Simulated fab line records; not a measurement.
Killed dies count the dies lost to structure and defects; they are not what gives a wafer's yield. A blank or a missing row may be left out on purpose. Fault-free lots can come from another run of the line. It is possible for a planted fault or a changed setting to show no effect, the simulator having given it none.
Chamber matching -- flow nand-harc -- NHARC_A_WL_FILL_ALD_10 on ald-hk-02: 4 sister chambers
The step deposits SiO2, target thk 50 nm, pulse time 10 s, ald cycles 500. 8 wafers are shown with their chamber, then 8 later ones without.

WAFERS PAIRED WITH THEIR CHAMBERS
wafer,chamber,heater-power-w (W),precursor-pulse-height-rel
L085.2,0,455,0.950
L086.3,1,549,1.007
L086.5,3,368,0.988
L086.6,2,428,1.026
L083.2,0,438,0.976
L083.3,1,522,0.985
L083.4,2,421,1.025
L089.3,3,376,1.023

WAFERS MISSING THEIR CHAMBER
wafer,heater-power-w (W),precursor-pulse-height-rel
L089.4,450,1.005
L089.6,386,1.029
L091.1,524,1.020
L091.3,449,0.998
L091.5,430,0.976
L096.2,441,0.953
L096.4,429,0.972
L096.5,450,0.992

WHICH CHAMBER EACH WENT THROUGH
wafer,from the rows above,in truth
L089.4,can't be placed: 0 or 2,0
L089.6,can't be placed: 3 or 2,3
L091.1,1,1
L091.3,can't be placed: 0 or 2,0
L091.5,can't be placed: 0 or 2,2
L096.2,0,0
L096.4,can't be placed: 0 or 2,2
L096.5,can't be placed: 0 or 2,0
Correctly placed: 2 of 8. Cannot be placed on the basis of these rows: 6; the candidates contain the true chamber in 6. 0 placed wrongly.
How it was worked out, from the rows above alone: a wafer's distance from a chamber is the root of the sum, over the readings, of the square of ((its reading less the chamber's mean) divided by the reading's scatter). The wafer belongs to the nearest chamber; if the next one is less than 2 further off, it can't be placed. The mean given for a chamber averages the wafers shown for that chamber. The scatter: take each reading less its chamber's mean, square it, sum over the shown wafers, divide by the number of wafers less the number of chambers, and take the root.
